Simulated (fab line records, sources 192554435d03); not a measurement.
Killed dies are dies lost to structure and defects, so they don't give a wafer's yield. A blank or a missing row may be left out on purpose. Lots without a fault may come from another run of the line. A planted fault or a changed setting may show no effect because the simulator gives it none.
fab line records | flow n5_finfet | part 1 of 2: steps 1 to 4 of 6
record lots=22 wafers=66 last_day=17
route steps=1938 shown BEOL_M10@1509 BEOL_M11@1549
lots that met no fault: from a run of the same line without faults
start_h: hours from the record's first day to the start of the lot's first wafer shown | wait_h: hours since the lot's step before | " the same as in the row above | L1.1+2: a row that stands for several wafers | - no value, or no start given | * or withheld: withheld | < > ~ a bound
route shown NAME@n: a module of which the file shows steps, and the number in the route of the first | usual: mean/standard deviation of fault-free wafers | same: alike in all rows | chamber/n: place in a boat | sites: the reading at each site | _std_site: their standard deviation | _edge_site: outer sites' mean less inner sites' | radius_mm: how far each site lies from the wafer's centre | mask NAME#n: copy n | behind: the tool/chamber that last shaped the wafer | hold: why the lot was held/for how many hours/how that ended | device: the transistor (n, p or np) that didn't switch | end of line: the same wafers' tests at the end of the route | a step without rows: its recipe alone | killed: dies lost to structure and defects at the first sort, not the wafer's yield | map: a wafer's dies, x killed, . not, _ none there
set.NAME: the setting as run; set.NAME@STEP: as run at that earlier step | model.NAME: the simulator's own value behind a step, which no gauge read
steps of the route over a sample of lots; a table a step, a row a wafer
services: from which hour (start_h, from the record's first day; less than 0 if before it) a tool's chamber was out of use, for how many hours, and why
## steps
# step N5_BEOL_M10_VIA_ETCH_34
# recipe chemistry=C4F6/O2 target=SiCOH_lowk target_depth_a=1845 mask_material=SOC taper_deg=4 time_s=69.2 ion_energy_ev=250 pressure_mtorr=30 source_w=345 bias_w=185 Ar_flow_sccm=300 C4F6_flow_sccm=10 O2_flow_sccm=10
# usual O2_flow_sccm=10.004/0.03 drypump_motor_current_A=5.6/0.52 oes_o_777_au=0.82/0.05 oes_product_au=0.81/0.053 rf_vpp_V=664/7.1 showerhead_plenum_p_Torr=2.87/0.11 throttle_valve_pct=20.83/0.14
# columns lot.wafer tool chamber start_h wait_h O2_flow_sccm drypump_motor_current_A oes_o_777_au oes_product_au rf_hours_counter_h rf_vpp_V showerhead_plenum_p_Torr throttle_valve_pct
L074.4 rie_diel-02 2 203.70 0.0 9.990 5.7 0.84 0.80 90 651 2.98 20.73
L074.5 " 0 " " 10.001 5.8 0.83 0.85 - 657 2.90 20.67
L074.6 " 1 " " 10.025 5.6 0.85 0.82 - 662 2.86 20.56
L075.2 rie_diel-06 0 221.28 0.0 9.937 5.3 0.86 0.87 34 673 3.01 20.86
L075.3 " 3 " " 10.034 5.2 0.84 0.85 66 679 2.98 20.82
L075.4 " 2 " " 10.030 5.5 0.88 0.87 49 671 3.01 21.03
L077.2 rie_diel-01 2 224.81 0.0 9.991 6.4 0.89 0.91 15 658 2.78 20.68
L077.4 " 3 " " 10.057 5.7 0.84 0.83 58 667 2.76 20.87
L077.5 " 3 " " 10.019 5.7 0.84 0.83 - 667 2.76 20.87
L076.1 rie_diel-06 0 227.55 0.0 10.004 5.3 0.85 0.86 36 673 3.01 20.87
L076.3 " 2 " " 10.001 5.5 0.87 0.86 52 670 3.01 21.02
L076.4 " 3 " " 9.985 5.1 0.84 0.84 68 680 2.98 20.78
L078.1 rie_diel-02 1 237.92 0.0 9.975 5.6 0.83 0.81 84 661 2.86 20.57
L078.2 " 3 " " 9.988 4.7 0.80 0.80 96 663 2.74 20.94
L078.4 " 2 " " 10.043 5.8 0.83 0.79 102 654 2.98 20.75
L080.1 rie_diel-02 3 246.08 0.0 10.048 4.7 0.79 0.79 99 663 2.74 20.97
L080.5 " 3 " " 9.990 4.7 0.79 0.80 - 663 2.74 20.94
L080.6 " 2 " " 10.040 5.7 0.83 0.77 - 654 2.98 20.75
L079.2 rie_diel-02 1 247.25 0.0 10.069 5.6 0.83 0.80 87 662 2.85 20.58
L079.3 " 2 " " 10.034 5.7 0.83 0.79 105 654 2.98 20.76
L079.5 " 2 " " 10.057 5.7 0.83 0.78 - 654 2.98 20.77
L081.2 rie_diel-01 1 250.07 0.0 10.051 5.3 0.68 0.67 245 663 2.80 21.03
L081.3 " 3 " " 9.981 5.7 0.82 0.81 67 667 2.76 20.88
L081.5 " 3 " " 10.018 5.7 0.83 0.81 - 668 2.76 20.90
L082.1 rie_diel-06 1 265.78 0.0 10.035 6.7 0.79 0.77 138 664 2.72 20.94
L082.4 " 0 " " 9.992 5.3 0.84 0.84 48 672 3.00 20.88
L082.6 " 2 " " 9.977 5.4 0.86 0.85 - 672 3.00 21.04
L083.1 rie_diel-06 1 268.39 0.0 10.006 6.7 0.78 0.76 139 666 2.72 20.90
L083.2 " 0 " " 9.995 5.3 0.85 0.84 49 673 3.00 20.88
L083.5 " 3 " " 10.052 5.1 0.82 0.83 - 679 2.97 20.85
L085.2 rie_diel-06 1 276.43 0.0 9.984 6.7 0.77 0.77 143 664 2.72 20.92
L085.5 " 1 " " 9.958 6.6 0.77 0.77 - 665 2.72 20.94
L085.6 " 0 " " 10.030 5.3 0.84 0.84 - 673 3.00 20.88
L086.1 rie_diel-06 2 299.95 0.0 10.008 5.5 0.85 0.85 74 670 3.00 21.06
L086.3 " 3 " " 9.957 5.1 0.82 0.82 90 679 2.97 20.84
L086.4 " 0 " " 9.971 5.3 0.83 0.84 58 673 3.00 20.89
L087.3 rie_diel-02 1 300.41 0.0 10.031 5.6 0.82 0.79 101 661 2.85 20.60
L087.4 " 1 " " 9.998 5.6 0.82 0.79 - 661 2.85 20.60
L087.6 " 0 " " 10.034 5.8 0.79 0.79 - 659 2.89 20.72
L088.3 rie_diel-06 1 306.88 0.0 10.017 6.6 0.77 0.76 152 666 2.71 20.94
L088.5 " 3 " " 9.995 5.1 0.81 0.81 - 681 2.97 20.83
L088.6 " 0 " " 10.015 5.3 0.83 0.84 - 673 3.00 20.91
L089.4 rie_diel-01 0 307.09 0.0 9.964 6.1 0.94 0.94 11 666 3.03 20.84
L089.5 " 2 " " 10.000 6.4 0.82 0.84 - 658 2.77 20.74
L089.6 " 1 " " 10.017 5.3 0.98 0.96 - 662 2.80 20.73
L090.3 rie_diel-02 0 312.88 0.0 9.975 5.8 0.79 0.79 98 658 2.88 20.73
L090.5 " 0 " " 9.994 5.8 0.79 0.79 - 658 2.88 20.73
L090.6 " 3 " " 10.039 4.7 0.76 0.76 - 662 2.73 21.01
L092.1 rie_diel-01 3 323.53 0.0 9.933 5.7 0.79 0.78 94 665 2.75 20.91
L092.3 " 2 " " 9.973 6.4 0.83 0.85 52 659 2.77 20.74
L092.6 " 0 " " 10.037 6.2 0.91 0.92 - 666 3.03 20.84
L094.1 rie_diel-02 0 323.89 0.0 9.978 5.8 0.78 0.78 103 656 2.88 20.75
L094.2 " 3 " " 9.937 4.7 0.75 0.76 134 664 2.72 20.99
L094.6 " 3 " " 9.936 4.7 0.76 0.76 - 664 2.72 21.01
L093.2 rie_diel-02 0 331.77 0.0 9.998 5.8 0.78 0.77 107 658 2.88 20.75
L093.4 " 1 " " 9.961 5.6 0.80 0.78 - 660 2.84 20.62
L093.6 " 1 " " 9.982 5.6 0.80 0.77 - 659 2.84 20.62
L095.1 rie_diel-02 3 353.01 0.0 9.974 4.7 0.75 0.75 140 663 2.72 21.01
L095.5 " 2 " " 10.011 5.8 0.82 0.78 - 654 2.97 20.77
L095.6 " 3 " " 9.967 4.7 0.75 0.76 - 662 2.72 21.02
L096.1 rie_diel-02 2 359.84 0.0 9.998 5.7 0.82 0.77 119 653 2.97 20.78
L096.2 " 3 " " 10.016 4.8 0.75 0.76 142 663 2.72 21.02
L096.6 " 3 " " 9.968 4.7 0.75 0.75 - 662 2.72 21.02
L097.1 rie_diel-02 2 366.20 0.0 10.000 5.8 0.82 0.78 122 652 2.97 20.79
L097.3 " 3 " " 9.971 4.7 0.75 0.75 145 662 2.72 21.03
L097.5 " 1 " " 10.030 5.6 0.79 0.76 - 660 2.83 20.64
# step N5_BEOL_M10_STRIP_36
# recipe chemistry=N2/H2 power_w=450 temp_c=40 pressure_mtorr=20 rf_frequency_hz=6e+07 overash_fraction=0.3 bias_power_w=7 h2_frac=0.5 n2_flow_sccm=200 h2_flow_sccm=200
# usual drypump_motor_current_A=5.6/0.52 n2_flow_sccm=199.9/0.63 oes_product_au=0.81/0.054 power_w=449.8/1.4 rf_vpp_V=59.2/1.9 showerhead_plenum_p_Torr=2.57/0.099 throttle_valve_pct=23.52/0.19
# columns lot.wafer tool chamber start_h wait_h drypump_motor_current_A n2_flow_sccm oes_product_au power_w rf_hours_counter_h rf_vpp_V showerhead_plenum_p_Torr throttle_valve_pct
L074.4 rie_diel-02 2 203.77 0.0 5.8 199.3 0.79 447.6 90 59.2 2.68 23.62
L074.5 " 0 " " 5.8 200.0 0.83 449.4 - 59.1 2.60 23.41
L074.6 " 1 " " 5.6 199.0 0.82 449.8 - 56.3 2.57 23.23
L075.2 rie_diel-06 0 221.34 0.0 5.3 201.1 0.86 450.5 34 58.2 2.70 23.61
L075.3 " 3 " " 5.2 199.1 0.84 450.0 66 58.3 2.66 23.35
L075.4 " 2 " " 5.4 200.4 0.85 448.0 49 60.1 2.69 23.63
L077.2 rie_diel-01 2 224.87 0.0 6.4 200.0 0.90 450.7 15 59.0 2.48 23.22
L077.4 " 3 " " 5.7 199.3 0.83 448.2 58 57.3 2.46 23.47
L077.5 " 3 " " 5.7 199.0 0.82 447.6 - 57.8 2.46 23.46
L076.1 rie_diel-06 0 227.62 0.0 5.3 199.3 0.86 449.0 36 59.2 2.70 23.62
L076.3 " 2 " " 5.5 200.2 0.86 449.5 52 61.7 2.69 23.67
L076.4 " 3 " " 5.1 200.2 0.84 448.8 68 57.9 2.65 23.35
L078.1 rie_diel-02 1 237.98 0.0 5.5 199.9 0.81 451.1 84 60.1 2.57 23.24
L078.2 " 3 " " 4.8 200.4 0.80 446.1 96 59.8 2.44 23.45
L078.4 " 2 " " 5.8 199.6 0.78 449.9 102 57.7 2.68 23.67
L080.1 rie_diel-02 3 246.14 0.0 4.8 199.7 0.82 448.9 100 60.4 2.44 23.46
L080.5 " 3 " " 4.8 200.7 0.80 451.0 - 60.0 2.44 23.42
L080.6 " 2 " " 5.8 199.3 0.77 452.1 - 58.7 2.68 23.65
L079.2 rie_diel-02 1 247.32 0.0 5.6 199.8 0.79 452.8 87 60.2 2.56 23.24
L079.3 " 2 " " 5.8 200.7 0.77 451.0 105 56.8 2.68 23.70
L079.5 " 2 " " 5.8 200.5 0.78 449.9 - 59.7 2.68 23.66
L081.2 rie_diel-01 1 250.14 0.0 5.2 199.9 0.68 451.6 246 63.8 2.51 23.81
L081.3 " 3 " " 5.7 199.7 0.82 452.0 67 59.4 2.46 23.46
L081.5 " 3 " " 5.7 200.7 0.81 448.3 - 58.6 2.46 23.46
L082.1 rie_diel-06 1 265.85 0.0 6.7 200.3 0.78 449.2 139 57.4 2.44 23.87
L082.4 " 0 " " 5.3 199.8 0.87 447.5 48 56.9 2.70 23.65
L082.6 " 2 " " 5.4 200.1 0.85 450.6 - 59.4 2.69 23.67
L083.1 rie_diel-06 1 268.45 0.0 6.7 200.4 0.77 447.8 139 59.4 2.44 23.87
L083.2 " 0 " " 5.3 199.6 0.83 450.7 49 57.4 2.70 23.58
L083.5 " 3 " " 5.1 199.7 0.83 450.1 - 59.4 2.65 23.36
L085.2 rie_diel-06 1 276.49 0.0 6.7 199.9 0.76 448.8 143 55.6 2.44 23.87
L085.5 " 1 " " 6.6 199.2 0.77 450.5 - 59.1 2.44 23.91
L085.6 " 0 " " 5.3 200.0 0.83 451.6 - 62.8 2.70 23.63
L086.1 rie_diel-06 2 300.01 0.0 5.4 200.2 0.84 450.7 74 60.6 2.68 23.70
L086.3 " 3 " " 5.2 200.3 0.81 449.4 90 58.9 2.65 23.34
L086.4 " 0 " " 5.3 199.3 0.83 448.2 58 62.1 2.69 23.66
L087.3 rie_diel-02 1 300.48 0.0 5.6 200.2 0.80 449.2 101 59.4 2.56 23.25
L087.4 " 1 " " 5.6 199.5 0.79 450.6 - 60.2 2.56 23.24
L087.6 " 0 " " 5.9 201.0 0.78 450.8 - 59.8 2.58 23.45
L088.3 rie_diel-06 1 306.94 0.0 6.7 199.0 0.75 450.9 152 62.2 2.44 23.94
L088.5 " 3 " " 5.1 199.7 0.81 452.1 - 58.9 2.64 23.40
L088.6 " 0 " " 5.3 200.3 0.83 449.5 - 60.1 2.69 23.61
L089.4 rie_diel-01 0 307.16 0.0 6.0 200.5 0.93 449.2 11 59.8 2.71 23.54
L089.5 " 2 " " 6.4 199.5 0.87 447.1 - 57.8 2.47 23.27
L089.6 " 1 " " 5.4 200.0 0.98 448.8 - 57.3 2.50 23.67
L090.3 rie_diel-02 0 312.94 0.0 5.9 200.2 0.78 449.0 98 61.3 2.58 23.44
L090.5 " 0 " " 5.9 200.0 0.78 451.2 - 57.5 2.58 23.47
L090.6 " 3 " " 4.7 198.6 0.77 448.0 - 58.8 2.43 23.48
L092.1 rie_diel-01 3 323.59 0.0 5.7 198.7 0.78 449.6 94 59.1 2.45 23.52
L092.3 " 2 " " 6.4 200.6 0.86 450.4 52 59.2 2.46 23.26
L092.6 " 0 " " 6.1 199.7 0.91 449.6 - 60.9 2.71 23.55
L094.1 rie_diel-02 0 323.95 0.0 5.8 200.2 0.77 450.3 103 61.3 2.58 23.48
L094.2 " 3 " " 4.7 198.9 0.77 449.8 134 58.6 2.43 23.48
L094.6 " 3 " " 4.7 200.8 0.77 448.9 - 56.9 2.43 23.51
L093.2 rie_diel-02 0 331.87 0.0 5.9 198.8 0.77 449.7 107 58.7 2.57 23.49
L093.4 " 1 " " 5.6 199.6 0.78 453.1 - 60.6 2.55 23.29
L093.6 " 1 " " 5.6 199.9 0.78 451.3 - 57.2 2.55 23.25
L095.1 rie_diel-02 3 353.08 0.0 4.7 200.7 0.78 449.3 140 58.4 2.43 23.51
L095.5 " 2 " " 5.7 200.2 0.77 448.3 - 61.2 2.67 23.67
L095.6 " 3 " " 4.7 200.4 0.75 452.5 - 58.2 2.43 23.52
L096.1 rie_diel-02 2 359.91 0.0 5.8 200.1 0.77 449.3 119 59.4 2.67 23.66
L096.2 " 3 " " 4.8 199.4 0.75 449.1 142 58.2 2.43 23.53
L096.6 " 3 " " 4.8 199.4 0.77 449.8 - 63.1 2.43 23.53
L097.1 rie_diel-02 2 366.26 0.0 5.8 200.1 0.76 449.8 122 61.1 2.67 23.66
L097.3 " 3 " " 4.8 200.0 0.75 450.6 145 55.3 2.42 23.50
L097.5 " 1 " " 5.6 199.4 0.75 449.2 - 60.3 2.55 23.28
# step N5_BEOL_M10_CURE_72
# recipe temp_c=370 time_s=120 ambient=DMADMS/He material=SiCOH_lowk
# usual lamp_power_pct=52.32/0.054 wafer_temp_C_max=371.6/0.64
# columns lot.wafer tool chamber start_h wait_h lamp_power_pct wafer_temp_C_max
L074.4 uv_cure-03 2 204.33 0.2 52.29 372.4
L074.5 " 2 " " 52.32 372.1
L074.6 " 2 " " 52.30 371.7
L075.2 uv_cure-02 1 221.86 0.1 52.30 371.0
L075.3 " 1 " " 52.31 371.2
L075.4 " 1 " " 52.28 370.9
L077.2 uv_cure-03 0 225.39 0.1 52.46 371.3
L077.4 " 0 " " 52.31 371.5
L077.5 " 0 " " 52.28 371.6
L076.1 uv_cure-02 0 228.03 0.0 52.27 370.9
L076.3 " 0 " " 52.23 371.1
L076.4 " 0 " " 52.30 371.0
L078.1 uv_cure-02 0 238.39 0.0 52.21 371.2
L078.2 " 0 " " 52.29 370.8
L078.4 " 0 " " 52.34 371.1
L080.1 uv_cure-02 0 246.56 0.0 52.29 370.6
L080.5 " 0 " " 52.34 370.8
L080.6 " 0 " " 52.26 371.1
L079.2 uv_cure-03 2 247.78 0.1 52.27 372.4
L079.3 " 2 " " 52.35 372.1
L079.5 " 2 " " 52.33 373.2
L081.2 uv_cure-03 2 250.96 0.4 52.33 372.8
L081.3 " 2 " " 52.26 371.9
L081.5 " 2 " " 52.22 372.8
L082.1 uv_cure-01 0 266.26 0.0 52.32 371.0
L082.4 " 0 " " 52.30 371.1
L082.6 " 0 " " 52.35 371.9
L083.1 uv_cure-01 0 268.87 0.0 52.34 371.4
L083.2 " 0 " " 52.28 371.2
L083.5 " 0 " " 52.34 371.0
L085.2 uv_cure-03 2 276.96 0.1 52.42 372.0
L085.5 " 2 " " 52.39 372.8
L085.6 " 2 " " 52.29 372.1
L086.1 uv_cure-01 2 300.43 0.0 52.37 372.6
L086.3 " 2 " " 52.41 372.3
L086.4 " 2 " " 52.32 372.0
L087.3 uv_cure-01 0 301.13 0.3 52.37 371.2
L087.4 " 0 " " 52.26 371.7
L087.6 " 0 " " 52.35 371.6
L088.3 uv_cure-03 2 307.58 0.3 52.32 372.6
L088.5 " 2 " " 52.36 372.5
L088.6 " 2 " " 52.16 372.1
L089.4 uv_cure-03 0 307.93 0.3 52.33 371.2
L089.5 " 0 " " 52.26 371.0
L089.6 " 0 " " 52.27 371.0
L090.3 uv_cure-01 1 313.45 0.1 52.22 371.7
L090.5 " 1 " " 52.26 371.1
L090.6 " 1 " " 52.37 371.2
L092.1 uv_cure-02 1 324.01 0.0 52.34 371.0
L092.3 " 1 " " 52.28 371.3
L092.6 " 1 " " 52.36 371.7
L094.1 uv_cure-01 1 324.58 0.3 52.26 371.0
L094.2 " 1 " " 52.44 371.1
L094.6 " 1 " " 52.43 371.1
L093.2 uv_cure-01 1 332.43 0.1 52.44 370.9
L093.4 " 1 " " 52.33 371.0
L093.6 " 1 " " 52.31 370.9
L095.1 uv_cure-01 2 353.49 0.0 52.32 372.5
L095.5 " 2 " " 52.29 371.7
L095.6 " 2 " " 52.29 372.7
L096.1 uv_cure-02 0 360.33 0.0 52.32 371.0
L096.2 " 0 " " 52.27 371.1
L096.6 " 0 " " 52.23 371.6
L097.1 uv_cure-01 2 366.67 0.0 52.31 372.2
L097.3 " 2 " " 52.26 372.4
L097.5 " 2 " " 52.40 371.8
# step N5_BEOL_M11_CD_MEAS_11
# recipe target_cd_nm=64.1 landing_energy_ev=500 detector=se_inlens polarity=opening
# usual cd_nm=64.1/0.51
# columns lot.wafer tool chamber start_h wait_h cd_nm
L074.4 cd_sem-02 0 209.78 - 64.7
L074.5 " 0 " " 64.8
L074.6 " 0 " " 65.0
L075.2 cd_sem-03 0 226.16 - 64.3
L075.3 " 0 " " 64.0
L075.4 " 0 " " 64.5
L077.2 cd_sem-02 0 231.33 - 64.0
L077.4 " 0 " " 63.9
L077.5 " 0 " " 64.4
L076.1 cd_sem-01 0 233.62 - 63.8
L076.3 " 0 " " 64.1
L076.4 " 0 " " 64.6
L078.1 cd_sem-02 0 242.25 - 63.9
L078.2 " 0 " " 64.3
L078.4 " 0 " " 63.6
L080.1 cd_sem-02 0 251.30 - 63.6
L080.5 " 0 " " 63.5
L080.6 " 0 " " 64.2
L079.2 cd_sem-01 0 251.92 - 63.3
L079.3 " 0 " " 64.4
L079.5 " 0 " " 63.7
L081.2 cd_sem-03 0 255.20 - 63.6
L081.3 " 0 " " 64.0
L081.5 " 0 " " 63.4
L082.1 cd_sem-02 0 271.71 - 64.2
L082.4 " 0 " " 63.3
L082.6 " 0 " " 64.0
L083.1 cd_sem-02 0 273.54 - 64.6
L083.2 " 0 " " 63.9
L083.5 " 0 " " 64.4
L085.2 cd_sem-03 0 283.61 - 63.7
L085.5 " 0 " " 63.8
L085.6 " 0 " " 64.1
L086.1 cd_sem-02 0 305.32 - 64.4
L086.3 " 0 " " 64.6
L086.4 " 0 " " 65.6
L087.3 cd_sem-03 0 305.52 - 64.9
L087.4 " 0 " " 64.8
L087.6 " 0 " " 65.8
L088.3 cd_sem-03 0 311.22 - 63.2
L088.5 " 0 " " 63.8
L088.6 " 0 " " 63.9
L089.4 cd_sem-03 0 313.29 - 63.4
L089.5 " 0 " " 64.2
L089.6 " 0 " " 63.5
L090.3 cd_sem-01 0 317.71 - 64.0
L090.5 " 0 " " 63.0
L090.6 " 0 " " 64.5
L092.1 cd_sem-03 0 332.38 - 63.4
L092.3 " 0 " " 62.6
L092.6 " 0 " " 64.4
L094.1 cd_sem-03 0 332.47 - 64.2
L094.2 " 0 " " 62.9
L094.6 " 0 " " 64.0
L093.2 cd_sem-03 0 337.30 - 64.5
L093.4 " 0 " " 64.4
L093.6 " 0 " " 64.2
L095.1 cd_sem-02 0 357.63 - 63.2
L095.5 " 0 " " 63.9
L095.6 " 0 " " 63.5
L096.1 cd_sem-03 0 367.51 - 63.6
L096.2 " 0 " " 63.6
L096.6 " 0 " " 63.4
L097.1 cd_sem-02 0 371.52 - 64.3
L097.3 " 0 " " 64.1
L097.5 " 0 " " 64.3
